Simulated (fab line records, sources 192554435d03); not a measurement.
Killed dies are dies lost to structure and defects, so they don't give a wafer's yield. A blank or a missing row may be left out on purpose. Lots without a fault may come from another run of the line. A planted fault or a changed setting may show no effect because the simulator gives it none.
Chamber matching | flow n5_finfet | N5_BEOL_M4_ILD_DEP_00 on pecvd-01: 3 sister chambers
The step deposits SiOC from DEMS/O2, target thk 79 nm, time 15.3 s. 3 wafers are shown with their chamber, then 10 later ones without.

WAFERS WITH THEIR CHAMBER
wafer  | chamber | heater_power_w (W)
L087.6 | 2       | 491
L090.1 | 0       | 549
L090.2 | 1       | 372

WAFERS WITHOUT THEIR CHAMBER
wafer  | heater_power_w (W)
L090.3 | 497
L090.4 | 549
L090.5 | 487
L090.6 | 384
L088.2 | 500
L088.5 | 515
L088.6 | 548
L096.2 | 450
L096.4 | 442
L096.6 | 457

WHICH CHAMBER EACH WENT THROUGH
wafer  | from the rows above     | in truth
L090.3 | can't be placed: 2 or 0 | 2
L090.4 | 0                       | 0
L090.5 | 2                       | 2
L090.6 | 1                       | 1
L088.2 | can't be placed: 2 or 0 | 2
L088.5 | can't be placed: 2 or 0 | 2
L088.6 | 0                       | 0
L096.2 | can't be placed: 2 or 1 | 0
L096.4 | can't be placed: 2 or 1 | 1
L096.6 | 2                       | 2
Placed correctly: 5 of 10. Can't be placed from these rows: 5 (the true chamber is among the candidates in 4). Placed wrongly: 0.
How it was worked out, from the rows above alone: a wafer's distance from a chamber is the root of the sum, over the readings, of the square of ((its reading less the chamber's mean) divided by the reading's scatter). The wafer belongs to the nearest chamber; if the next one is less than 2 further off, it can't be placed. A chamber's mean is the mean of its shown wafers. The scatter: with one shown wafer a chamber, the root of the mean of the squares of how far each hidden wafer lies from its nearest shown one.
